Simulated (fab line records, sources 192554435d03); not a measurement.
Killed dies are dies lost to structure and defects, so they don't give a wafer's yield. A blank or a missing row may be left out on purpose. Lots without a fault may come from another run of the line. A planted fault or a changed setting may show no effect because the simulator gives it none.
Split-lot experiment | flow n5_finfet | 7 lots, 21 wafers read, on a route of 1938 steps

THE SPLIT
At N5_PASSIVATION_VIA_ETCH_13 (etches SiO2 in CHF3/O2, target depth 660 nm, time 330 s), the setting bias_w was moved away from the recipe's 170 W on 7 of the 21 wafers read, by -12.4% to +15.0%. The other wafers ran this setting at the recipe's value.

The reading is taken at the split's own step.

THE READING
rf_vpp_V, in V, at N5_PASSIVATION_VIA_ETCH_13 (etches SiO2 in CHF3/O2, target depth 660 nm, time 330 s). Fault-free wafers of this fab line usually give 528 V, standard deviation 8.8 V.

wafer  | tool, chamber at the split | bias_w as run, W | against the recipe | rf_vpp_V, V | against lot-mates on the recipe
L075.1 | rie_diel-05, 1             | 195.5            | +15.0%             | 586         | +70
L075.2 | rie_diel-05, 2             | 170              | recipe             | 516         | -
L075.4 | rie_diel-05, 2             | 195.5            | +15.0%             | 576         | +60
L086.2 | rie_diel-02, 3             | 170              | recipe             | 526         | -
L086.3 | rie_diel-02, 1             | 170              | recipe             | 529         | -
L086.4 | rie_diel-02, 0             | 170              | recipe             | 530         | -
L087.2 | rie_diel-05, 2             | 170              | recipe             | 516         | -
L087.4 | rie_diel-05, 3             | 170              | recipe             | 526         | -
L087.5 | rie_diel-05, 0             | 170              | recipe             | 548         | -
L092.2 | rie_diel-02, 2             | 170              | recipe             | 534         | -
L092.3 | rie_diel-02, 1             | 177.9            | +4.6%              | 549         | +19
L092.5 | rie_diel-02, 3             | 170              | recipe             | 526         | -
L090.1 | rie_diel-02, 0             | 148.9            | -12.4%             | 477         | -48
L090.3 | rie_diel-02, 2             | 148.9            | -12.4%             | 480         | -45
L090.4 | rie_diel-02, 3             | 170              | recipe             | 525         | -
L091.1 | rie_diel-02, 1             | 170              | recipe             | 529         | -
L091.3 | rie_diel-02, 0             | 170              | recipe             | 530         | -
L091.5 | rie_diel-02, 2             | 170              | recipe             | 536         | -
L093.1 | rie_diel-05, 0             | 186.1            | +9.5%              | 589         | +41
L093.4 | rie_diel-05, 0             | 170              | recipe             | 548         | -
L093.5 | rie_diel-05, 3             | 186.1            | +9.5%              | 564         | +16

THE FIT
A straight line over all 21 wafers: rf_vpp_V changes by +3.94 V for each +1% of bias_w; r = +0.94; the points scatter about the line by 9.9 V.
The same after taking each lot's own level away (the mean of its wafers on the recipe; 21 wafers): +3.89 V for each +1%; r = +0.96; scatter 8 V.
On that fit, the largest move of bias_w shifts the reading by 58 V.
The lots' own levels span 516.0 to 548.0 V, that is 3.6 times the standard deviation above.
So the lot-to-lot level changes the slope little: the two slopes agree.
Check: with one of the wafers moved furthest among these (+15.0%) left out of the fit, the line predicts +54.5 V for it against its lot-mates. It came out at +70 V against them.
Tool readings at the split's step, against how far the setting was moved: rf_vpp_V r = +0.94.

OTHER SPLITS ON THESE WAFERS
These wafers also went through other splits before the reading. Each is held against what the fit with the lots' levels taken away leaves over:
other split on the same wafers | wafers away from the commonest value | r with rf_vpp_V (lot level and that fit taken away)
N5_BEOL_M14_EXPOSE_07 dose_mj  | 1                                    | +0.53
N5_BEOL_M15_COAT_04 spin_rpm   | 5                                    | -0.28

THE FILE'S OWN FIT
rf_vpp_V changes by +3.89 V for each +1% of bias_w, r = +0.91.
